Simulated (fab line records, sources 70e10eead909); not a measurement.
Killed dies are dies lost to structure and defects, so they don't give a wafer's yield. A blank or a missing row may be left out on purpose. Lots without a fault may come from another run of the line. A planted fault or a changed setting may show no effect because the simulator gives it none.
Chamber matching | flow nand_harc | NHARC_A_CONTACT_ETCH_110 on rie_diel-01: 4 sister chambers
The step etches the open film in CF4/O2, target depth 60 nm, overetch 6 nm, time 33 s. 16 wafers are shown with their chamber, then 8 later ones without.

WAFERS WITH THEIR CHAMBER
wafer  | chamber | showerhead_plenum_p_Torr (Torr) | drypump_motor_current_A (A) | rf_vpp_V (V)
L076.2 | 2       | 1.34                            | 5.0                         | 196.9
L076.3 | 3       | 1.27                            | 6.3                         | 196.2
L076.4 | 0       | 1.26                            | 6.0                         | 194.8
L078.1 | 0       | 1.26                            | 6.0                         | 196.3
L078.3 | 3       | 1.27                            | 6.3                         | 196.6
L078.5 | 1       | 1.44                            | 4.9                         | 200.9
L080.4 | 2       | 1.34                            | 5.0                         | 198.5
L080.5 | 3       | 1.27                            | 6.3                         | 197.6
L080.6 | 0       | 1.26                            | 6.0                         | 196.7
L084.2 | 1       | 1.44                            | 4.9                         | 200.7
L084.3 | 0       | 1.26                            | 6.0                         | 195.2
L084.6 | 3       | 1.27                            | 6.3                         | 196.6
L086.1 | 2       | 1.34                            | 4.9                         | 197.6
L086.4 | 3       | 1.27                            | 6.3                         | 196.5
L086.6 | 2       | 1.34                            | 4.9                         | 197.7
L094.1 | 1       | 1.43                            | 4.9                         | 199.7

SIGNATURES (means of the wafers above)
reading                  | chamber 0 | chamber 1 | chamber 2 | chamber 3 | scatter within a chamber
showerhead_plenum_p_Torr | 1.2600    | 1.4367    | 1.3400    | 1.2700    | 0.00236
drypump_motor_current_A  | 6.000     | 4.900     | 4.950     | 6.300     | 0.0289
rf_vpp_V                 | 195.750   | 200.433   | 197.675   | 196.700   | 0.686
Rule: a wafer's distance from a chamber is the root of the sum, over the readings, of the square of ((its reading less the chamber's mean) divided by the reading's scatter). The wafer belongs to the nearest chamber; if the next one is less than 2 further off, it can't be placed. The scatter: the root of (the sum of the squares of (reading less its chamber's mean) over the shown wafers, divided by (wafers less chambers)).

WAFERS WITHOUT THEIR CHAMBER
wafer  | showerhead_plenum_p_Torr (Torr) | drypump_motor_current_A (A) | rf_vpp_V (V)
L094.4 | 1.34                            | 5.0                         | 198.0
L094.5 | 1.26                            | 6.0                         | 196.9
L092.1 | 1.34                            | 4.9                         | 198.4
L092.2 | 1.26                            | 6.0                         | 197.9
L092.5 | 1.26                            | 6.0                         | 196.0
L097.1 | 1.34                            | 5.0                         | 197.7
L097.4 | 1.26                            | 6.0                         | 195.9
L097.5 | 1.34                            | 5.0                         | 196.3

WHICH CHAMBER EACH WENT THROUGH
wafer  | from the rows above | in truth
L094.4 | 2                   | 2
L094.5 | 0                   | 0
L092.1 | 2                   | 2
L092.2 | 0                   | 0
L092.5 | 0                   | 0
L097.1 | 2                   | 2
L097.4 | 0                   | 0
L097.5 | 2                   | 2
Placed correctly: 8 of 8. Can't be placed from these rows: 0. Placed wrongly: 0.
